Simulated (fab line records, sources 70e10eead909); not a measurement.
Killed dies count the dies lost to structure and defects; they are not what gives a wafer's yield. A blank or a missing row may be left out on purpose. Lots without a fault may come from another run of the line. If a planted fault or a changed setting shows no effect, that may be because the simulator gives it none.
fab line records | flow nand-harc
record: lots: 14 | wafers: 42 | last-day: 33
route steps=1302 shown P_STI@87 P_GATE@132
lots that met no fault: taken from a fault-free run of the same line
start-h: start of the lot's first displayed wafer, in hours after the record's first day | wait-h: hours since the lot's step before | " same as the row above | L1.1+2: several wafers, shown together as one row | - value missing, or start not given | * or withheld: withheld | < > ~ a bound
route shown NAME@n: names a module that has steps shown in the file, with the first one's number in the route | usual: the fault-free wafers' mean and standard deviation | same: alike in all rows | chamber/n: place in a boat | sites: the reading at each site | _std_site: standard deviation of those values | _edge_site: the outer-site mean with the inner-site mean subtracted | radius-mm: for every site, how far away it sits from the centre of the wafer | mask NAME#n: copy n | behind: the tool/chamber that last shaped the wafer | hold: cause of the lot's hold/its duration in hours/its outcome | device: the transistor (n, p or np) that didn't switch | end of line: the tests these same wafers got at the end of their route | where a step has no rows: the recipe by itself | killed: dies that structure and defects cost at the first sort, which is not the same as the wafer's yield | map: dies across one wafer; x = killed, . = not, _ = none there
set.NAME: setting as actually run; set.NAME@STEP: the setting as run at that earlier step | model.NAME: the simulator's own value behind a step, which no gauge read
the route's steps for a sample of lots (tables are steps, rows are wafers)
services: when a tool's chamber went out of use (start-h, in hours from the record's first day, below 0 if earlier), for how many hours, and the reason
== steps ==
step: NHARC_P_STI_DESCUM_14
recipe: time-s: 3 | o2-flow-sccm: 200 | ar-flow-sccm: 0 | bias-power-w: 0 | chemistry: O2
usual: drypump-motor-current-A: 5.8/0.31 | oes-product-au: 1.003/0.015 | rf-vpp-V: 57.7/0.89 | showerhead-plenum-p-Torr: 1.90/0.068 | throttle-valve-pct: 11.311/0.0093
lot.wafer | tool        | chamber | start-h | wait-h | drypump-motor-current-A | oes-product-au | rf-hours-counter-h | rf-vpp-V | showerhead-plenum-p-Torr | throttle-valve-pct
L870.4    | rie-diel-04 | 1       | 44.96   | -      | 5.8                     | 1.011          | 1.7                | 59.1     | 1.99                     | 11.316
L870.2    | "           | 3       | "       | "      | 6.4                     | 0.993          | 1.5                | 58.5     | 1.90                     | 11.313
L870.1    | "           | 0       | "       | "      | 5.6                     | 0.972          | 1.8                | 57.6     | 1.83                     | 11.323
L872.2    | rie-diel-04 | 1       | 63.44   | -      | 5.7                     | 1.021          | 3.0                | 56.5     | 1.99                     | 11.330
L872.3    | "           | 2       | "       | "      | 5.9                     | 1.011          | 2.8                | 58.5     | 1.92                     | 11.310
L872.4    | "           | 0       | "       | "      | 5.6                     | 0.971          | 3.4                | 56.4     | 1.83                     | 11.320
L880.2    | rie-diel-04 | 1       | 142.28  | -      | 5.7                     | 1.012          | 7.2                | 59.0     | 1.99                     | 11.304
L880.3    | "           | 3       | "       | "      | 6.4                     | 0.992          | 6.7                | 55.7     | 1.90                     | 11.312
L880.6    | "           | 0       | "       | "      | 5.6                     | 0.974          | -                  | 57.2     | 1.83                     | 11.302
L881.1    | rie-diel-04 | 2       | 155.92  | -      | 6.0                     | 1.007          | 7.7                | 57.0     | 1.92                     | 11.311
L881.3    | "           | 1       | "       | "      | 5.7                     | 1.003          | 7.9                | 58.6     | 1.99                     | 11.314
L881.6    | "           | 2       | "       | "      | 6.0                     | 1.000          | -                  | 58.5     | 1.92                     | 11.330
L883.2    | rie-diel-05 | 0       | 173.98  | -      | 6.0                     | 0.975          | 5.2                | 58.2     | 1.90                     | 11.325
L883.3    | "           | 3       | "       | "      | 5.5                     | 0.999          | 5.5                | 58.8     | 1.78                     | 11.307
L883.6    | "           | 0       | "       | "      | 6.0                     | 0.970          | -                  | 57.6     | 1.90                     | 11.310
L885.3    | rie-diel-04 | 3       | 194.47  | -      | 6.4                     | 1.025          | 1.1                | 56.6     | 1.90                     | 11.307
L885.5    | "           | 1       | "       | "      | 5.8                     | 1.024          | -                  | 57.5     | 1.99                     | 11.328
L885.6    | "           | 2       | "       | "      | 5.9                     | 1.012          | -                  | 56.8     | 1.92                     | 11.308
L886.2    | rie-diel-07 | 3       | 203.33  | -      | 5.8                     | 1.004          | 6.4                | 57.3     | 1.79                     | 11.305
L886.1    | "           | 0       | "       | "      | 5.1                     | 1.013          | 6.9                | 57.5     | 2.01                     | 11.321
L886.3    | "           | 1       | "       | "      | 5.3                     | 1.003          | 6.9                | 57.5     | 1.91                     | 11.298
L887.2    | rie-diel-04 | 2       | 214.85  | -      | 6.0                     | 1.009          | 2.8                | 58.3     | 1.92                     | 11.311
L887.3    | "           | 3       | "       | "      | 6.4                     | 1.004          | 2.6                | 58.1     | 1.90                     | 11.307
L887.6    | "           | 2       | "       | "      | 6.0                     | 1.009          | -                  | 58.2     | 1.92                     | 11.331
L888.4    | rie-diel-07 | 1       | 225.36  | -      | 5.3                     | 0.995          | 8.7                | 58.1     | 1.91                     | 11.297
L888.3    | "           | 3       | "       | "      | 5.8                     | 1.010          | 7.7                | 57.8     | 1.79                     | 11.315
L888.5    | "           | 1       | "       | "      | 5.3                     | 1.005          | -                  | 58.3     | 1.91                     | 11.309
L889.3    | rie-diel-07 | 2       | 237.34  | -      | 5.8                     | 1.006          | 8.8                | 57.5     | 1.85                     | 11.301
L889.2    | "           | 1       | "       | "      | 5.3                     | 1.008          | 9.4                | 58.8     | 1.91                     | 11.308
L889.5    | "           | 2       | "       | "      | 5.8                     | 1.014          | -                  | 57.0     | 1.85                     | 11.315
L890.1    | rie-diel-04 | 3       | 245.81  | -      | 6.4                     | 1.004          | 4.3                | 58.2     | 1.90                     | 11.303
L890.4    | "           | 0       | "       | "      | 5.6                     | 0.983          | 4.1                | 56.8     | 1.83                     | 11.318
L890.3    | "           | 1       | "       | "      | 5.7                     | 1.003          | 4.3                | 57.7     | 1.99                     | 11.313
L891.3    | rie-diel-04 | 3       | 253.93  | -      | 6.4                     | 1.006          | 4.8                | 57.6     | 1.90                     | 11.304
L891.5    | "           | 2       | "       | "      | 6.0                     | 1.020          | -                  | 57.7     | 1.92                     | 11.304
L891.6    | "           | 3       | "       | "      | 6.4                     | 1.008          | -                  | 59.3     | 1.90                     | 11.312
L892.1    | rie-diel-04 | 3       | 263.26  | -      | 6.4                     | 0.998          | 5.8                | 59.2     | 1.90                     | 11.300
L892.3    | "           | 1       | "       | "      | 5.7                     | 1.017          | 5.5                | 57.8     | 1.99                     | 11.299
L892.5    | "           | 2       | "       | "      | 5.9                     | 1.031          | -                  | 58.2     | 1.92                     | 11.323
L893.3    | rie-diel-05 | 2       | 273.77  | -      | 5.5                     | 1.016          | 0.6                | 58.3     | 1.99                     | 11.308
L893.2    | "           | 0       | "       | "      | 6.0                     | 0.980          | 0.6                | 57.4     | 1.90                     | 11.320
L893.4    | "           | 1       | "       | "      | 6.0                     | 1.011          | 0.6                | 58.5     | 1.89                     | 11.295
step: NHARC_P_GATE_DEP_103
recipe: target-thk-a: 300 | target-thk-nm: 30 | temp-c: 400 | flow-sccm: 200 | rf-w: 350 | material: SiON
usual: heater-power-outer-w: 444/69 | heater-power-w: 748/100
lot.wafer | tool     | chamber | start-h | wait-h | heater-power-outer-w | heater-power-w
L870.2    | pecvd-01 | 2       | 95.02   | 0.5    | 400                  | 728
L870.1    | "        | 0       | "       | "      | 454                  | 748
L870.4    | "        | 0       | "       | "      | 463                  | 756
L872.3    | pecvd-03 | 1       | 118.08  | 0.3    | 569                  | 900
L872.2    | "        | 2       | "       | "      | 382                  | 651
L872.4    | "        | 1       | "       | "      | 576                  | 903
L880.3    | pecvd-01 | 0       | 191.59  | 0.4    | -                    | -
L880.2    | "        | 1       | "       | "      | -                    | -
L880.6    | "        | 2       | "       | "      | -                    | -
L881.1    | pecvd-03 | 0       | 209.65  | 0.6    | -                    | -
L881.3    | "        | 1       | "       | "      | -                    | -
L881.6    | "        | 2       | "       | "      | -                    | -
L883.3    | pecvd-01 | 0       | 222.60  | 0.4    | 484                  | 744
L883.2    | "        | 1       | "       | "      | 281                  | 528
L883.6    | "        | 1       | "       | "      | 297                  | 536
L885.3    | pecvd-03 | 0       | 243.88  | 0.4    | 393                  | 668
L885.5    | "        | 2       | "       | "      | 392                  | 721
L885.6    | "        | 0       | "       | "      | 395                  | 681
L886.3    | pecvd-03 | 2       | 260.74  | 0.3    | 399                  | 721
L886.2    | "        | 0       | "       | "      | 405                  | 688
L886.1    | "        | 1       | "       | "      | 472                  | 760
L887.2    | pecvd-03 | 1       | 272.11  | 0.5    | 567                  | 865
L887.3    | "        | 2       | "       | "      | 430                  | 755
L887.6    | "        | 2       | "       | "      | 423                  | 750
L888.3    | pecvd-01 | 2       | 274.87  | 0.4    | 405                  | 758
L888.5    | "        | 2       | "       | "      | 406                  | 779
L888.4    | "        | 1       | "       | "      | 342                  | 602
L889.2    | pecvd-01 | 0       | 288.44  | 0.5    | 476                  | 764
L889.3    | "        | 1       | "       | "      | 301                  | 547
L889.5    | "        | 0       | "       | "      | 470                  | 748
L890.3    | pecvd-04 | 1       | 296.58  | 0.3    | 544                  | 825
L890.1    | "        | 0       | "       | "      | 524                  | 940
L890.4    | "        | 1       | "       | "      | 539                  | 842
L891.3    | pecvd-04 | 0       | 301.63  | 0.3    | 454                  | 873
L891.6    | "        | 1       | "       | "      | 481                  | 774
L891.5    | "        | 2       | "       | "      | 401                  | 598
L892.1    | pecvd-03 | 2       | 320.37  | 0.6    | 384                  | 701
L892.3    | "        | 0       | "       | "      | 409                  | 673
L892.5    | "        | 0       | "       | "      | 405                  | 694
L893.2    | pecvd-03 | 0       | 324.13  | 0.5    | 408                  | 698
L893.3    | "        | 1       | "       | "      | 478                  | 750
L893.4    | "        | 0       | "       | "      | 407                  | 710
step: NHARC_P_GATE_OVL_MEAS_27
usual: overlay-x-nm: -0.1/0.93 | overlay-y-nm: 0.0/0.51
lot.wafer | tool       | chamber | start-h | wait-h | overlay-x-nm | overlay-y-nm
L870.1    | overlay-02 | -       | 95.79   | -      | 1.3          | 0.7
L870.2    | "          | -       | "       | "      | 0.7          | 1.1
L870.4    | "          | -       | "       | "      | 0.9          | 0.7
L872.2    | overlay-02 | -       | 118.75  | -      | -0.5         | 0.5
L872.3    | "          | -       | "       | "      | -0.9         | 0.4
L872.4    | "          | -       | "       | "      | -0.5         | 0.5
L880.2    | overlay-01 | -       | 192.33  | -      | 0.4          | -0.1
L880.3    | "          | -       | "       | "      | 0.0          | -0.5
L880.6    | "          | -       | "       | "      | 0.0          | -0.4
L881.1    | overlay-01 | -       | 210.27  | -      | -0.1         | 0.3
L881.3    | "          | -       | "       | "      | 0.0          | 0.0
L881.6    | "          | -       | "       | "      | 0.7          | -0.9
L883.2    | overlay-02 | -       | 223.21  | -      | 0.5          | -0.3
L883.3    | "          | -       | "       | "      | 0.7          | -0.7
L883.6    | "          | -       | "       | "      | 0.4          | -0.8
L885.3    | overlay-02 | -       | 244.49  | -      | -0.8         | -0.3
L885.5    | "          | -       | "       | "      | -0.6         | -0.2
L885.6    | "          | -       | "       | "      | -0.1         | -0.3
L886.1    | overlay-02 | -       | 261.50  | -      | 1.2          | 0.5
L886.2    | "          | -       | "       | "      | 1.3          | -0.1
L886.3    | "          | -       | "       | "      | 1.2          | -0.1
L887.2    | overlay-02 | -       | 272.72  | -      | -0.5         | -0.6
L887.3    | "          | -       | "       | "      | -0.8         | -0.1
L887.6    | "          | -       | "       | "      | 0.1          | -0.5
L888.3    | overlay-02 | -       | 275.64  | -      | 1.3          | 0.8
L888.4    | "          | -       | "       | "      | 1.6          | 0.8
L888.5    | "          | -       | "       | "      | 1.9          | 1.2
L889.2    | overlay-02 | -       | 289.06  | -      | -1.6         | 0.1
L889.3    | "          | -       | "       | "      | -2.2         | -0.6
L889.5    | "          | -       | "       | "      | -1.9         | -0.5
L890.1    | overlay-01 | -       | 297.35  | -      | -1.3         | -0.1
L890.3    | "          | -       | "       | "      | -1.4         | -0.3
L890.4    | "          | -       | "       | "      | -1.2         | 0.6
L891.3    | overlay-01 | -       | 302.39  | -      | -0.7         | 0.1
L891.5    | "          | -       | "       | "      | -1.3         | 0.4
L891.6    | "          | -       | "       | "      | -0.2         | 0.0
L892.1    | overlay-02 | -       | 321.11  | -      | -1.8         | -0.4
L892.3    | "          | -       | "       | "      | -2.2         | -0.6
L892.5    | "          | -       | "       | "      | -1.7         | -0.4
L893.2    | overlay-01 | -       | 324.87  | -      | -0.1         | -0.5
L893.3    | "          | -       | "       | "      | 0.0          | -0.5
L893.4    | "          | -       | "       | "      | -0.1         | 0.1
step: NHARC_P_GATE_DESCUM_31
recipe: time-s: 3 | o2-flow-sccm: 200 | ar-flow-sccm: 0 | bias-power-w: 0 | chemistry: O2
usual: drypump-motor-current-A: 5.8/0.38 | oes-product-au: 1.004/0.014 | rf-vpp-V: 57.8/0.88 | showerhead-plenum-p-Torr: 1.89/0.083 | throttle-valve-pct: 11.311/0.0094
lot.wafer | tool        | chamber | start-h | wait-h | drypump-motor-current-A | oes-product-au | rf-hours-counter-h | rf-vpp-V | showerhead-plenum-p-Torr | throttle-valve-pct
L870.2    | rie-diel-06 | 1       | 96.14   | 0.3    | 6.2                     | 1.002          | 6.3                | 58.4     | 1.79                     | 11.327
L870.1    | "           | 2       | "       | "      | 6.1                     | 1.010          | 6.4                | 57.5     | 2.00                     | 11.317
L870.4    | "           | 3       | "       | "      | 5.6                     | 1.015          | 6.6                | 58.2     | 1.89                     | 11.301
L872.3    | rie-diel-06 | 1       | 118.85  | 0.1    | 6.2                     | 1.007          | 8.5                | 58.1     | 1.79                     | 11.324
L872.2    | "           | 3       | "       | "      | 5.6                     | 1.007          | 8.7                | 57.1     | 1.89                     | 11.295
L872.4    | "           | 1       | "       | "      | 6.2                     | 1.012          | -                  | 57.5     | 1.79                     | 11.309
L880.2    | rie-diel-12 | 3       | 192.43  | 0.1    | 6.1                     | 1.013          | 5.4                | 58.5     | 1.81                     | 11.300
L880.3    | "           | 0       | "       | "      | 5.9                     | 0.972          | 6.6                | 57.3     | 1.84                     | 11.321
L880.6    | "           | 3       | "       | "      | 6.2                     | 1.012          | -                  | 57.6     | 1.81                     | 11.330
L881.3    | rie-diel-12 | 1       | 210.38  | 0.1    | 5.9                     | 1.005          | 8.7                | 56.8     | 1.96                     | 11.302
L881.1    | "           | 3       | "       | "      | 6.2                     | 1.003          | 7.1                | 58.4     | 1.81                     | 11.308
L881.6    | "           | 0       | "       | "      | 5.9                     | 0.977          | -                  | 57.0     | 1.84                     | 11.312
L883.2    | rie-diel-12 | 1       | 223.31  | 0.1    | 5.9                     | 1.006          | 9.5                | 58.0     | 1.96                     | 11.307
L883.3    | "           | 3       | "       | "      | 6.1                     | 1.019          | 7.6                | 57.6     | 1.81                     | 11.311
L883.6    | "           | 2       | "       | "      | 5.6                     | 0.997          | -                  | 57.9     | 1.81                     | 11.327
L885.3    | rie-diel-06 | 0       | 244.60  | 0.1    | 6.6                     | 1.009          | 3.9                | 58.4     | 2.06                     | 11.304
L885.6    | "           | 3       | "       | "      | 5.6                     | 1.007          | -                  | 58.6     | 1.89                     | 11.311
L885.5    | "           | 0       | "       | "      | 6.6                     | 1.007          | -                  | 59.8     | 2.06                     | 11.302
L886.1    | rie-diel-08 | 3       | 261.61  | 0.1    | 5.5                     | 0.995          | 4.9                | 56.5     | 1.86                     | 11.317
L886.3    | "           | 0       | "       | "      | 5.1                     | 1.006          | 3.6                | 56.8     | 1.97                     | 11.297
L886.2    | "           | 1       | "       | "      | 5.4                     | 1.019          | 3.5                | 57.7     | 1.84                     | 11.306
L887.3    | rie-diel-06 | 2       | 272.82  | 0.1    | 6.0                     | 0.997          | 5.9                | 57.7     | 1.99                     | 11.312
L887.2    | "           | 3       | "       | "      | 5.6                     | 1.003          | 7.1                | 58.3     | 1.89                     | 11.304
L887.6    | "           | 3       | "       | "      | 5.6                     | 1.013          | -                  | 58.8     | 1.89                     | 11.318
L888.4    | rie-diel-08 | 3       | 275.75  | 0.1    | 5.4                     | 0.992          | 6.1                | 60.2     | 1.85                     | 11.318
L888.3    | "           | 0       | "       | "      | 5.2                     | 1.003          | 4.5                | 60.0     | 1.97                     | 11.303
L888.5    | "           | 3       | "       | "      | 5.4                     | 0.985          | -                  | 58.3     | 1.86                     | 11.323
L889.3    | rie-diel-06 | 1       | 289.15  | 0.1    | 6.2                     | 1.008          | 6.4                | 55.6     | 1.78                     | 11.313
L889.2    | "           | 3       | "       | "      | 5.6                     | 1.016          | 7.8                | 57.6     | 1.89                     | 11.313
L889.5    | "           | 1       | "       | "      | 6.1                     | 1.019          | -                  | 57.0     | 1.78                     | 11.310
L890.3    | rie-diel-08 | 0       | 297.45  | 0.1    | 5.1                     | 0.986          | 5.5                | 57.9     | 1.97                     | 11.323
L890.1    | "           | 1       | "       | "      | 5.4                     | 1.018          | 5.3                | 57.2     | 1.84                     | 11.290
L890.4    | "           | 3       | "       | "      | 5.5                     | 0.994          | 7.3                | 57.8     | 1.85                     | 11.315
L891.3    | rie-diel-08 | 1       | 302.51  | 0.1    | 5.4                     | 1.040          | 5.5                | 57.9     | 1.84                     | 11.309
L891.5    | "           | 3       | "       | "      | 5.4                     | 1.003          | -                  | 57.6     | 1.85                     | 11.315
L891.6    | "           | 0       | "       | "      | 5.2                     | 1.005          | -                  | 58.3     | 1.97                     | 11.318
L892.1    | rie-diel-06 | 1       | 321.20  | 0.1    | 6.2                     | 0.994          | 0.5                | 57.5     | 1.78                     | 11.303
L892.3    | "           | 0       | "       | "      | 6.6                     | 0.997          | 0.9                | 57.9     | 2.06                     | 11.313
L892.5    | "           | 2       | "       | "      | 6.1                     | 0.999          | -                  | 57.0     | 1.99                     | 11.323
L893.2    | rie-diel-06 | 1       | 324.96  | 0.1    | 6.1                     | 0.996          | 1.4                | 57.7     | 1.78                     | 11.322
L893.4    | "           | 2       | "       | "      | 6.0                     | 1.012          | 1.5                | 58.1     | 1.99                     | 11.320
L893.3    | "           | 0       | "       | "      | 6.6                     | 1.010          | 1.4                | 58.4     | 2.06                     | 11.323
== services ==
tool        | chamber | start-h | hours | kind
rie-diel-07 | -       | 32.12   | 0.3   | repair
rie-diel-12 | 1       | 32.82   | 6.4   | repair
rie-diel-12 | -       | 91.40   | 9.0   | pm
rie-diel-06 | 0       | 101.14  | 32.2  | repair
pecvd-03    | -       | 103.86  | 2.3   | repair
rie-diel-07 | -       | 117.41  | 9.0   | pm
rie-diel-06 | 1       | 126.31  | 24.1  | repair
pecvd-01    | -       | 129.33  | 3.0   | repair
rie-diel-06 | 2       | 129.34  | 1.4   | repair
rie-diel-06 | -       | 130.20  | 9.0   | pm
pecvd-01    | -       | 132.34  | 13.0  | pm
rie-diel-06 | 0       | 143.19  | 13.9  | repair
pecvd-03    | -       | 159.48  | 3.8   | repair
rie-diel-08 | 1       | 171.81  | 2.3   | repair
rie-diel-04 | -       | 177.90  | 9.0   | pm
pecvd-03    | -       | 185.19  | 13.0  | pm
rie-diel-08 | -       | 190.80  | 9.0   | pm
rie-diel-08 | 1       | 221.98  | 10.4  | repair
rie-diel-08 | 0       | 224.03  | 3.3   | repair
rie-diel-08 | 0       | 231.45  | 4.5   | repair
rie-diel-06 | 0       | 250.52  | 12.5  | repair
rie-diel-06 | -       | 307.20  | 9.0   | pm
rie-diel-08 | 0       | 307.62  | 2.7   | repair
pecvd-01    | -       | 313.34  | 13.0  | pm
== key ==
first-sign: step: NHARC_P_GATE_DEP_103 | reading: tool-record | direction: missing
effect none on later readings
met-at NHARC_P_GATE_DEP_103
struck-lots L880,L881
later-rows-left-out L880.2,L880.3,L880.6,L881.1,L881.3,L881.6
sort-left-out L880.2,L880.3,L880.6,L881.1,L881.3,L881.6
tester-left-out L880,L881
not-acting-at NHARC_P_STI_DESCUM_14,NHARC_P_GATE_OVL_MEAS_27,NHARC_P_GATE_DESCUM_31
onset-between 118.08 191.59
fault: kind: skipped-step-whole | tool: pecvd-01,pecvd-03 | chamber: - | onset-h: 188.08 | steps: NHARC_P_GATE_DEP_103 | scope: struck-lots-only
tester-left-out: of these lots the tester's yield and bins aren't shown, on N5 and GAA mostly nor the transistor test; their killed dies are dies lost to structure and defects alone, not to doping, threshold or leakage, so they don't give the yield
sort-left-out: the simulated sort isn't trusted on such a fault, so these wafers' sort isn't shown, and their yield isn't known
later-rows-left-out: the simulator's readings of these wafers behind a module that went badly wrong aren't trusted and aren't shown, but for the sort
